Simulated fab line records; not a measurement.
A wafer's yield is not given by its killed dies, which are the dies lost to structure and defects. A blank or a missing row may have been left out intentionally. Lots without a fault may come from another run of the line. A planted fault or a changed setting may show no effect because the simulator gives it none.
Which of the tools did it? + flow n5Finfet + Sampling: 8 lots, 24 wafers, 7 of 1938 route steps

WHAT THE GAUGES READ, wafer by wafer
N5_BEOL_M4_RC_MEAS_101.
| lot  | measured     | on        | DIBL_N (mV/V)  | DIBL_P (mV/V)  | IOFF_N (nA/um) | IOFF_P (nA/um) | ION_N (uA/um) | ION_P (uA/um) | SS_N (mV/dec)  | SS_P (mV/dec)  | VT_N (mV)   | VT_P (mV)      |
|------|--------------|-----------|----------------|----------------|----------------|----------------|---------------|---------------|----------------|----------------|-------------|----------------|
| L499 | day 10 01:57 | prober-02 | 33.3 38.8 31.5 | 32.4 39.3 30.2 | 0.09 0.19 0.08 | 0.16 0.26 0.13 | 644 676 636   | 452 469 452   | 70.7 71.5 70.1 | 71.9 74.8 72.3 | 259 250 262 | -254 -247 -256 |
| L502 | day 10 06:04 | prober-01 | 41.7 34.2 40.5 | 40.4 32.3 40.5 | 0.31 0.13 0.29 | 0.35 0.19 0.34 | 707 678 703   | 476 467 475   | 73.8 70.7 72.2 | 74.9 72.7 74.8 | 241 251 241 | -242 -250 -243 |
| L500 | day 10 07:56 | prober-02 | 33.7 34.9 37.0 | 33.7 33.9 37.6 | 0.12 0.13 0.17 | 0.17 0.17 0.22 | 661 671 684   | 458 460 468   | 70.5 70.6 71.1 | 73.0 73.4 74.7 | 251 255 248 | -253 -254 -252 |
| L501 | day 10 11:35 | prober-02 | 37.2 40.6 39.5 | 37.7 42.3 40.8 | 0.14 0.24 0.20 | 0.20 0.28 0.25 | 667 706 685   | 462 478 465   | 71.1 72.4 72.2 | 73.0 74.4 74.3 | 253 241 248 | -253 -245 -247 |
| L511 | day 13 00:13 | prober-01 | 38.7 38.1 36.4 | 38.6 38.9 36.6 | 0.21 0.21 0.16 | 0.25 0.25 0.21 | 703 696 677   | 473 480 455   | 71.7 71.5 70.9 | 74.1 73.7 73.3 | 243 244 248 | -249 -248 -250 |
| L515 | day 13 11:56 | prober-01 | 37.2 33.4 35.6 | 36.8 33.5 34.8 | 0.19 0.13 0.16 | 0.27 0.20 0.23 | 692 670 662   | 484 467 469   | 72.1 70.7 71.8 | 74.2 73.6 73.9 | 245 251 249 | -244 -249 -244 |
| L518 | day 14 19:44 | prober-01 | 37.5 36.8 38.7 | 38.9 37.7 40.5 | 0.19 0.17 0.22 | 0.24 0.23 0.26 | 684 680 683   | 467 472 461   | 71.8 72.5 72.5 | 73.3 73.1 73.6 | 248 249 247 | -251 -248 -246 |
| L520 | day 15 03:29 | prober-02 | 34.4 36.6 37.4 | 33.6 36.6 37.9 | 0.13 0.17 0.18 | 0.17 0.22 0.24 | 667 691 679   | 457 472 468   | 70.5 71.7 71.6 | 72.3 73.8 73.5 | 250 249 250 | -251 -248 -246 |

N5_BEOL_M7_THK_MEAS_53: measures by xrf.
| lot  | measured     | on           | M7_THK (nm)       |
|------|--------------|--------------|-------------------|
| L499 | day 11 12:29 | filmMetro-02 | 83.1 72.7 77.3    |
| L502 | day 11 14:29 | filmMetro-01 | 295.5 297.7 298.7 |
| L500 | day 11 17:07 | filmMetro-02 | 300.2 298.8 297.4 |
| L501 | day 11 21:47 | filmMetro-02 | 298.6 293.6 296.7 |
| L511 | day 14 11:41 | filmMetro-02 | 81.1 80.6 76.3    |
| L515 | day 14 23:29 | filmMetro-01 | 79.0 80.9 81.2    |
| L518 | day 16 05:34 | filmMetro-01 | 80.0 80.6 79.8    |
| L520 | day 16 09:49 | filmMetro-02 | 78.7 78.6 79.3    |

N5_BEOL_M7_RS_MEAS_57: uses a four-point probe to measure.
| lot  | measured     | on           | M7_RS (ohm/sq)    |
|------|--------------|--------------|-------------------|
| L499 | day 11 12:37 | filmMetro-02 | 0.270 0.315 0.294 |
| L502 | day 11 14:37 | filmMetro-02 | 0.065 0.065 0.064 |
| L500 | day 11 17:14 | filmMetro-01 | 0.064 0.064 0.065 |
| L501 | day 11 21:55 | filmMetro-01 | 0.064 0.065 0.064 |
| L511 | day 14 11:49 | filmMetro-01 | 0.279 0.280 0.299 |
| L515 | day 14 23:37 | filmMetro-01 | 0.286 0.277 0.278 |
| L518 | day 16 05:41 | filmMetro-01 | 0.285 0.282 0.285 |
| L520 | day 16 09:56 | filmMetro-01 | 0.289 0.288 0.285 |

N5_BEOL_M7_INSPECT_58: inspects for defects (darkfield).
| lot  | measured     | on               | rawDefectCount |
|------|--------------|------------------|----------------|
| L499 | day 11 12:39 | defectInspect-01 | 63 89 61       |
| L502 | day 11 14:38 | defectInspect-01 | 1327 1307 1298 |
| L500 | day 11 17:16 | defectInspect-02 | 1305 1297 1243 |
| L501 | day 11 21:57 | defectInspect-02 | 1292 1306 1259 |
| L511 | day 14 11:50 | defectInspect-01 | 74 77 80       |
| L515 | day 14 23:38 | defectInspect-02 | 89 45 41       |
| L518 | day 16 05:43 | defectInspect-02 | 76 120 57      |
| L520 | day 16 09:58 | defectInspect-01 | 57 54 94       |

WHICH TOOL RAN EACH LOT (tool, then ch and the chambers of the sampled wafers, then the start)
| lot  | N5_BEOL_M7_ETCH_41                           | N5_BEOL_M7_STRIP_80                          | N5_BEOL_M7_CMP_52             |
|------|----------------------------------------------|----------------------------------------------|-------------------------------|
| L499 | rieDiel-02 ch 0,1,3, day 11 12:16 or earlier | rieDiel-02 ch 0,1,3, day 11 12:16 or earlier | cmp-04 ch 1,2,3, day 11 12:16 |
| L502 | rieDiel-03 ch 0,1,2, day 11 14:11 or earlier | rieDiel-03 ch 0,1,2, day 11 14:11 or earlier | cmp-04 ch 1,2,3, day 11 14:11 |
| L500 | rieDiel-03 ch 2,3, day 11 16:52 or earlier   | rieDiel-03 ch 2,3, day 11 16:52 or earlier   | cmp-04 ch 2,3, day 11 16:52   |
| L501 | rieDiel-06 ch 0,1,2, day 11 21:34 or earlier | rieDiel-06 ch 0,1,2, day 11 21:34 or earlier | cmp-04 ch 0,1,2, day 11 21:34 |
| L511 | rieDiel-03 ch 0,1,2, day 14 11:23 or earlier | rieDiel-03 ch 0,1,2, day 14 11:23 or earlier | cmp-04 ch 0,1,2, day 14 11:23 |
| L515 | rieDiel-03 ch 1,3, day 14 23:16 or earlier   | rieDiel-03 ch 1,3, day 14 23:16 or earlier   | cmp-04 ch 0,1,3, day 14 23:16 |
| L518 | rieDiel-03 ch 2,3, day 16 05:18 or earlier   | rieDiel-03 ch 2,3, day 16 05:18 or earlier   | cmp-04 ch 0,1, day 16 05:18   |
| L520 | rieDiel-06 ch 0,3, day 16 09:33 or earlier   | rieDiel-06 ch 0,3, day 16 09:33 or earlier   | cmp-04 ch 0,1,2, day 16 09:33 |
- N5_BEOL_M7_ETCH_41: etches SiCN in CH3F/O2, target depth 31.9 nm, time 57.8 s.
- N5_BEOL_M7_STRIP_80: strips in N2/H2, time 10 s.
- N5_BEOL_M7_CMP_52: polishes, stops on SiCOH lowk, t overpolish 6.9 s, target thk 80 nm.

WHAT THE TOOLS THEMSELVES READ (means of the sampled wafers that have a number; where no wafer has one, the mark that the record gives instead)
N5_BEOL_M7_ETCH_41.
| lot  | tool       | biasW (W) | drypumpMotorCurrentA (A) | oesProductAu (a.u.) | rfVppV (V) | showerheadPlenumPTorr (Torr) | throttleValvePct (%) |
|------|------------|-----------|--------------------------|---------------------|------------|------------------------------|----------------------|
| L499 | rieDiel-02 | 74.90     | 5.5                      | 0.78                | 297.0      | 1.97                         | 16.25                |
| L502 | rieDiel-03 | 75.18     | 6.0                      | 0.75                | 297.0      | 2.03                         | 16.35                |
| L500 | rieDiel-03 | 75.00     | 5.1                      | 0.72                | 298.0      | 2.07                         | 16.59                |
| L501 | rieDiel-06 | 75.05     | 5.6                      | 0.83                | 295.8      | 1.95                         | 16.25                |
| L511 | rieDiel-03 | 75.22     | 5.9                      | 0.83                | 297.6      | 2.02                         | 16.22                |
| L515 | rieDiel-03 | 74.55     | 5.9                      | 0.73                | 297.0      | 2.01                         | 16.52                |
| L518 | rieDiel-03 | 74.83     | 5.1                      | 0.78                | 299.1      | 2.06                         | 16.47                |
| L520 | rieDiel-06 | 75.02     | 5.7                      | 0.72                | 296.5      | 1.96                         | 16.46                |

N5_BEOL_M7_STRIP_80.
| lot  | tool       | drypumpMotorCurrentA (A) | oesProductAu (a.u.) | rfVppV (V) | showerheadPlenumPTorr (Torr) | throttleValvePct (%) |
|------|------------|--------------------------|---------------------|------------|------------------------------|----------------------|
| L499 | rieDiel-02 | 5.5                      | 0.79                | 59.1       | 2.51                         | 23.5                 |
| L502 | rieDiel-03 | 6.0                      | 0.76                | 60.0       | 2.58                         | 23.8                 |
| L500 | rieDiel-03 | 5.1                      | 0.71                | 59.9       | 2.62                         | 24.0                 |
| L501 | rieDiel-06 | 5.6                      | 0.84                | 58.7       | 2.46                         | 23.5                 |
| L511 | rieDiel-03 | 6.0                      | 0.83                | 58.8       | 2.57                         | 23.6                 |
| L515 | rieDiel-03 | 5.9                      | 0.73                | 59.6       | 2.55                         | 23.7                 |
| L518 | rieDiel-03 | 5.1                      | 0.76                | 59.0       | 2.61                         | 23.9                 |
| L520 | rieDiel-06 | 5.7                      | 0.72                | 60.4       | 2.48                         | 23.5                 |

N5_BEOL_M7_CMP_52.
| lot  | tool   | barrierFieldEndpointS (s) | clearingPlatenDownForcePsi (psi) | motorCurrentA (A) | overpolishRunS (s) | timeToEndpointS (s) |
|------|--------|---------------------------|----------------------------------|-------------------|--------------------|---------------------|
| L499 | cmp-04 | 29.2                      | 1.499                            | 6.2               | 6.903              | 64                  |
| L502 | cmp-04 | -                         | -                                | -                 | -                  | -                   |
| L500 | cmp-04 | -                         | -                                | -                 | -                  | -                   |
| L501 | cmp-04 | -                         | -                                | -                 | -                  | -                   |
| L511 | cmp-04 | 29.6                      | 1.498                            | 6.2               | 6.903              | 68                  |
| L515 | cmp-04 | 30.3                      | 1.500                            | 6.4               | 6.891              | 67                  |
| L518 | cmp-04 | 28.8                      | 1.496                            | 6.6               | 6.897              | 63                  |
| L520 | cmp-04 | 30.0                      | 1.497                            | 6.2               | 6.906              | 62                  |

THE ANSWER, worked out from the rows above alone
Rule: the usual values come from the lots themselves. Put in order of their means at a reading, lots are off if they are a third of the lots or fewer, leave a main group of 4 or more, and stand apart from it by a gap of 3 or more times the standard deviation of the main group's means; of several such gaps the widest counts. If all means in a main group match to the digits the tables above print for the reading, that group is not used. A lot without any number at a reading at which 4 lots or more have one is off too. The other lots that the step has rows for count as sound. After the gauges, taken in route order, come the tools' own readings; for these a lot's mean is taken, as printed above. At the first step where some lot is off, the reading lying furthest off is the one used; lots without a number count as furthest.
Off: L502, L500, L501, at N5_BEOL_M7_CMP_52 (barrierFieldEndpointS). Without a number there: L502, L500, L501. Main group: mean 29.6 s, sd 0.54.
A tool fits if, at that step or a process step before it, it ran every lot that is off, and no sound lot after the first of them. Because N5_BEOL_M7_ETCH_41 lacks a start for some lots, the hours and order of its lots are taken from N5_BEOL_M7_CMP_52. Because N5_BEOL_M7_STRIP_80 lacks a start for some lots, the hours and order of its lots are taken from N5_BEOL_M7_CMP_52. None of those tried fits.

WHAT THE SIMULATOR HAD PUT IN
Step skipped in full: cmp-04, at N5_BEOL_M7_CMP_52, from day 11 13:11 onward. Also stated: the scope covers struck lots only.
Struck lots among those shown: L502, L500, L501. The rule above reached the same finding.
